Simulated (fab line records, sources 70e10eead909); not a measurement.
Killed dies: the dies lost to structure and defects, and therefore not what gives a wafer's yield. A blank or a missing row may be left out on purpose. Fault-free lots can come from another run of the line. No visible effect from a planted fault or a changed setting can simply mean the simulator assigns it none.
Which tool was responsible? ; flow nand-harc ; 24 lots, 72 wafers sampled, at 4 steps of a route of 1302

## WHAT THE GAUGES READ, wafer by wafer
NHARC_A_SGD_CUT_INSPECT_11.
lot;measured;on;raw-defect-count
L074;day 19 04:34;defect-inspect-01;15 13 10
L075;day 19 17:52;defect-inspect-02;132 98 97
L076;day 20 02:16;defect-inspect-01;63 76 64
L078;day 20 02:25;defect-inspect-01;12 15 19
L077;day 20 02:34;defect-inspect-02;78 75 67
L080;day 20 22:38;defect-inspect-02;74 70 70
L079;day 20 21:24;defect-inspect-02;60 59 63
L081;day 22 07:11;defect-inspect-02;62 68 76
L082;day 22 06:48;defect-inspect-02;93 104 114
L083;day 23 09:15;defect-inspect-01;65 68 59
L084;day 23 09:01;defect-inspect-02;11 16 17
L086;day 24 05:48;defect-inspect-02;81 86 93
L085;day 24 06:15;defect-inspect-01;23 16 27
L087;day 25 11:30;defect-inspect-01;64 55 70
L088;day 25 14:08;defect-inspect-02;57 47 58
L089;day 25 22:22;defect-inspect-01;92 89 81
L090;day 26 02:33;defect-inspect-02;59 58 58
L093;day 26 16:53;defect-inspect-01;55 66 52
L092;day 26 16:23;defect-inspect-01;55 61 51
L091;day 26 16:42;defect-inspect-01;54 51 58
L094;day 27 23:38;defect-inspect-02;55 64 63
L095;day 28 10:10;defect-inspect-01;32 23 29
L096;day 28 20:27;defect-inspect-01;4 10 6
L097;day 28 20:10;defect-inspect-01;40 69 35

## EACH LOT AND THE TOOL THAT RAN IT (in order: tool; ch and the chambers of the sampled wafers; start)
lot;NHARC_A_STAIRCASE_STRIP_316;NHARC_A_STAIRCASE_ALD_415;NHARC_A_STAIRCASE_CMP_152
L074;rie-diel-09 ch 0,1, day 17 02:56 or earlier;ald-hk-02 ch 1,2,3, day 17 02:56;cmp-04 ch 2,3, day 19 01:59
L075;rie-diel-13 ch 0,2,3, day 17 15:07 or earlier;ald-hk-04 ch 1,2,3, day 17 15:07;cmp-04 ch 0,3, day 19 15:22
L076;rie-diel-13 ch 0,2,3, day 18 00:35 or earlier;ald-hk-01 ch 0,1,3, day 18 00:35;cmp-02 ch 0,3, day 19 23:35
L078;rie-diel-06 ch 1,3, day 18 08:25 or earlier;ald-hk-04 ch 2,3, day 18 08:25;cmp-04 ch 0,1,3, day 19 23:43
L077;rie-diel-13 ch 1,2, day 18 11:12 or earlier;ald-hk-02 ch 0,2, day 18 11:12;cmp-04 ch 0,3, day 19 23:52
L080;rie-diel-06 ch 0,1,2, day 18 21:17 or earlier;ald-hk-01 ch 1,2, day 18 21:17;cmp-03 ch 0,1, day 20 20:01
L079;rie-diel-06 ch 0,1,3, day 18 23:25 or earlier;ald-hk-02 ch 0,2,3, day 18 23:25;cmp-03 ch 1,2,3, day 20 18:43
L081;rie-diel-06 ch 1,2, day 20 07:15 or earlier;ald-hk-01 ch 0,2, day 20 07:15;cmp-03 ch 0,1,3, day 22 04:34
L082;rie-diel-06 ch 0,2,3, day 20 10:56 or earlier;ald-hk-04 ch 1,3, day 20 10:56;cmp-03 ch 0,1,3, day 22 04:17
L083;rie-diel-13 ch 0,1, day 21 06:53 or earlier;ald-hk-02 ch 2,3, day 21 06:53;cmp-04 ch 2,3, day 23 06:37
L084;rie-diel-09 ch 0,1,2, day 21 09:03 or earlier;ald-hk-04 ch 0,1, day 21 09:03;cmp-03 ch 1,2, day 23 06:27
L086;rie-diel-13 ch 0,1,3, day 22 04:21 or earlier;ald-hk-02 ch 1,2,3, day 22 04:21;cmp-04 ch 0,1,2, day 24 03:11
L085;rie-diel-06 ch 0,1, day 22 08:45 or earlier;ald-hk-04 ch 0,1,3, day 22 08:45;cmp-02 ch 2,3, day 24 03:19
L087;rie-diel-13 ch 0,2, day 23 09:14 or earlier;ald-hk-04 ch 0,1, day 23 09:14;cmp-03 ch 0,1,3, day 25 08:53
L088;rie-diel-13 ch 2,3, day 23 11:00 or earlier;ald-hk-02 ch 0,2,3, day 23 11:00;cmp-02 ch 0,2, day 25 11:38
L089;rie-diel-13 ch 0,3, day 23 17:31 or earlier;ald-hk-02 ch 1,2,3, day 23 17:31;cmp-03 ch 0,1, day 25 19:38
L090;rie-diel-13 ch 0,1,2, day 24 03:29 or earlier;ald-hk-02 ch 0,1,2, day 24 03:29;cmp-02 ch 1,2, day 25 23:51
L093;rie-diel-13 ch 0,2,3, day 24 12:20 or earlier;ald-hk-01 ch 0,1, day 24 12:20;cmp-04 ch 0,3, day 26 14:14
L092;rie-diel-06 ch 0,1,2, day 24 14:08 or earlier;ald-hk-02 ch 0,1,2, day 24 14:08;cmp-02 ch 0,2,3, day 26 13:41
L091;rie-diel-13 ch 0,1,3, day 24 15:51 or earlier;ald-hk-01 ch 1,2, day 24 15:51;cmp-03 ch 0,1,3, day 26 13:58
L094;rie-diel-13 ch 2,3, day 25 16:55 or earlier;ald-hk-04 ch 2,3, day 25 16:55;cmp-04 ch 0,1, day 27 21:01
L095;rie-diel-06 ch 0,1,2, day 26 05:05 or earlier;ald-hk-02 ch 1,3, day 26 05:05;cmp-02 ch 0,2, day 28 07:28
L096;rie-diel-13 ch 0,2, day 26 21:08 or earlier;ald-hk-01 ch 0,1, day 26 21:08;cmp-03 ch 1,2,3, day 28 17:39
L097;rie-diel-09 ch 0,2,3, day 26 22:30 or earlier;ald-hk-01 ch 0,2, day 26 22:30;cmp-03 ch 1,2,3, day 28 17:23
- NHARC_A_STAIRCASE_STRIP_316: strips in O2.
- NHARC_A_STAIRCASE_ALD_415: deposits SiO2, target thk 30 nm, pulse time 6 s, ald cycles 300.
- NHARC_A_STAIRCASE_CMP_152: polishes.

## AS READ BY THE TOOLS THEMSELVES (means over the sampled wafers that have a number; for cases with no such wafer, the mark the record gives instead)
NHARC_A_STAIRCASE_STRIP_316.
lot;tool;drypump-motor-current-A (A);mfc-ar-sccm (sccm);oes-product-au (a.u.);rf-vpp-V (V);showerhead-plenum-p-Torr (Torr);throttle-valve-pct (%)
L074;rie-diel-09;5.5;0.002;1.016;59.4;3.71;17.037
L075;rie-diel-13;5.5;0.023;0.997;58.0;3.58;17.035
L076;rie-diel-13;5.5;0.023;0.995;58.1;3.58;17.029
L078;rie-diel-06;6.1;0.011;0.999;57.7;3.55;17.036
L077;rie-diel-13;5.3;0.022;0.994;57.6;3.60;17.034
L080;rie-diel-06;5.7;0.000;0.995;58.3;3.63;17.046
L079;rie-diel-06;6.1;0.011;0.998;58.6;3.53;17.031
L081;rie-diel-06;5.7;0.000;0.988;58.1;3.65;17.031
L082;rie-diel-06;5.8;0.011;0.991;57.4;3.58;17.024
L083;rie-diel-13;5.2;0.020;0.990;57.7;3.67;17.046
L084;rie-diel-09;5.7;0.008;1.011;58.0;3.59;17.031
L086;rie-diel-13;5.6;0.018;0.989;58.6;3.54;17.031
L085;rie-diel-06;5.9;0.000;1.000;57.9;3.55;17.033
L087;rie-diel-13;5.1;0.028;0.991;58.6;3.65;17.031
L088;rie-diel-13;5.5;0.026;0.998;58.6;3.53;17.043
L089;rie-diel-13;6.0;0.017;0.997;58.0;3.46;17.033
L090;rie-diel-13;5.2;0.023;0.989;58.3;3.63;17.034
L093;rie-diel-13;5.5;0.023;0.993;57.9;3.55;17.039
L092;rie-diel-06;5.7;0.000;1.007;58.8;3.61;17.039
L091;rie-diel-13;5.6;0.018;0.987;58.1;3.53;17.045
L094;rie-diel-13;5.5;0.026;0.983;58.5;3.52;17.043
L095;rie-diel-06;5.6;0.000;0.998;57.5;3.60;17.029
L096;rie-diel-13;5.1;0.025;0.991;58.2;3.66;17.036
L097;rie-diel-09;5.7;0.008;1.004;57.5;3.58;17.035

NHARC_A_STAIRCASE_ALD_415.
lot;tool;heater-power-w (W);precursor-pulse-height-rel
L074;ald-hk-02;460;0.980
L075;ald-hk-04;464;1.009
L076;ald-hk-01;444;0.981
L078;ald-hk-04;465;0.988
L077;ald-hk-02;500;1.006
L080;ald-hk-01;481;0.988
L079;ald-hk-02;478;0.981
L081;ald-hk-01;433;0.999
L082;ald-hk-04;473;0.995
L083;ald-hk-02;418;1.003
L084;ald-hk-04;476;0.997
L086;ald-hk-02;460;1.002
L085;ald-hk-04;481;0.988
L087;ald-hk-04;467;0.995
L088;ald-hk-02;470;1.000
L089;ald-hk-02;443;0.994
L090;ald-hk-02;473;1.002
L093;ald-hk-01;465;1.005
L092;ald-hk-02;473;0.983
L091;ald-hk-01;484;1.005
L094;ald-hk-04;448;1.005
L095;ald-hk-02;478;1.013
L096;ald-hk-01;483;0.977
L097;ald-hk-01;446;0.981

NHARC_A_STAIRCASE_CMP_152.
lot;tool;motor-current-A (A)
L074;cmp-04;12.0
L075;cmp-04;12.7
L076;cmp-02;11.3
L078;cmp-04;11.9
L077;cmp-04;12.6
L080;cmp-03;10.7
L079;cmp-03;11.5
L081;cmp-03;10.9
L082;cmp-03;10.8
L083;cmp-04;12.0
L084;cmp-03;12.1
L086;cmp-04;12.2
L085;cmp-02;10.8
L087;cmp-03;11.0
L088;cmp-02;10.9
L089;cmp-03;10.9
L090;cmp-02;12.0
L093;cmp-04;12.8
L092;cmp-02;11.4
L091;cmp-03;10.6
L094;cmp-04;12.3
L095;cmp-02;11.5
L096;cmp-03;11.2
L097;cmp-03;11.7

## THE ANSWER, worked out from the rows above alone
Rule: what is usual is taken from the lots themselves. The widest of any qualifying gaps counts: lots, ordered by their means at a reading, are off when they make up no more than a third of the lots, leave a main group of 4 or more, and stand apart from it by 3 or more times the standard deviation of that group's means. A main group whose means are all the same, to the digits that the tables above print for the reading, isn't used. A lot without any number at a reading at which 4 lots or more have one is off too. All remaining lots with rows at the step are treated as sound. Order of review: gauges by route order, followed by the tools' own readings, for which a lot's mean as printed above is used. The first step at which some lot is off is used, and at that step the reading that is off furthest; a lot without a number counts as furthest.
Nothing can be told from this: no lot is off at any reading shown.

## WHAT WAS PUT IN BY THE SIMULATOR
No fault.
